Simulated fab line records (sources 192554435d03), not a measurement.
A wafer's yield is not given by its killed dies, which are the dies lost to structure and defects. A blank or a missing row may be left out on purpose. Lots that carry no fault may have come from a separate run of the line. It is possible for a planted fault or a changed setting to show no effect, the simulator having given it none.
A single fault, viewed from 3 desks    flow n5 finfet    only its own numbers are on each desk; what lay behind them is given at the end

== AT THE METROLOGY DESK ==
What the gauges read, lot by lot, whatever tool the lot ran on: means of the sampled wafers that have a number. Marked OUT: a lot whose mean sits more than 4 standard deviations from the usual mean, which makes it out of limits; the brackets give that distance. Of its 10 readings 7 are shown: those that lie furthest out on some lot.
Columns: A = IOFF_N at N5_BEOL_M4_RC_MEAS_101, usual 0.145 nA/um; B = IOFF_P at N5_BEOL_M4_RC_MEAS_101, usual 0.20 nA/um; C = ION_P at N5_BEOL_M4_RC_MEAS_101, usual 462 uA/um; D = SS_N at N5_BEOL_M4_RC_MEAS_101, usual 71.3 mV/dec; E = SS_P at N5_BEOL_M4_RC_MEAS_101, usual 73.1 mV/dec; F = VT_N at N5_BEOL_M4_RC_MEAS_101, usual 251 mV; G = VT_P at N5_BEOL_M4_RC_MEAS_101, usual -251 mV
lot   first seen here  A      B     C    D     E     F    G
L112  day 9 00:02      0.167  0.22  463  71.2  74.1  246  -250
L114  day 9 14:56      0.126  0.19  458  70.6  72.8  251  -251
L117  day 10 06:46     0.140  0.19  468  70.7  72.4  250  -249
L116  day 10 16:01     0.192  0.28  474  72.1  74.4  248  -243
L119  day 11 00:26     0.130  0.20  462  71.1  72.5  253  -249
L120  day 11 01:06     0.122  0.19  461  70.7  72.1  253  -250
L124  day 11 19:53     0.131  0.18  461  71.3  73.1  252  -252
L123  day 11 22:42     0.116  0.16  453  71.3  73.0  255  -253
L127  day 13 03:14     0.136  0.20  454  71.5  73.2  255  -253
This desk found nothing out of limits on any of the 9 lots.

== AT THE TOOL OWNER'S DESK: pecvd-04 ==
The tool's own readings at N5_BEOL_M2_PRE_CLEAN_56 (time 15 s): means of the sampled wafers that have a number, for each lot that ran on this tool. Marked OUT: a lot whose mean sits more than 4 standard deviations from the usual mean, which makes it out of limits; the brackets give that distance.
Columns: A = rf fwd power W at N5_BEOL_M2_PRE_CLEAN_56, usual 295.4 W
lot   first seen here  A
L117  day 8 21:59      293.5
L123  day 10 14:19     295.2
L124  day 10 21:10     292.8
L127  day 11 13:43     293.5
This desk found nothing out of limits on any of the 4 lots.

== THE DEFECT DESK ==
Lot by lot, what the route's inspections counted, given as the mean of those sampled wafers with a number. Marked OUT: a lot whose mean sits more than 4 standard deviations from the usual mean, which makes it out of limits; the brackets give that distance.
Columns: A = raw defect count at N5_BEOL_M2_INSPECT_59, usual 73; B = raw defect count at N5_BEOL_M3_INSPECT_13, usual 413
lot   first seen here  A              B
L112  day 7 19:50      80             351
L114  day 8 01:38      84             328
L116  day 8 17:28      57             385
L117  day 8 22:05      88             494
L119  day 9 18:42      90             343
L120  day 9 21:49      65             374
L123  day 10 14:28     61             464
L124  day 10 21:19     93             395
L127  day 11 13:50     821 (+33) OUT  1150 (+8.9) OUT
Finding of this desk: L127 out of limits; the first was L127 at day 11 13:50, on raw defect count at N5_BEOL_M2_INSPECT_59. Within limits: L112, L114, L116, L117, L119, L120, L123, L124.

== TAKEN TOGETHER ==
The defect desk could have raised an alarm at day 11 13:50, on L127.
At the metrology desk, nothing out of limits was observed.
The desk of the tool owner found nothing out of limits.
The metrology desk has L127 on record, within its limits.
Tool owner's desk: L127 on record, inside its limits.
Every lot named ran N5_BEOL_M2_PRE_CLEAN_56 on pecvd-04.

== WHAT HAD BEEN PUT IN BY THE SIMULATOR ==
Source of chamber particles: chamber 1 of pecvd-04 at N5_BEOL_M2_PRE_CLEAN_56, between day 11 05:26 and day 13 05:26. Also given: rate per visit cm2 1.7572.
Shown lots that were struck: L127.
Hours from the fault's start to each desk's first reading out of limits: the defect desk, 8.
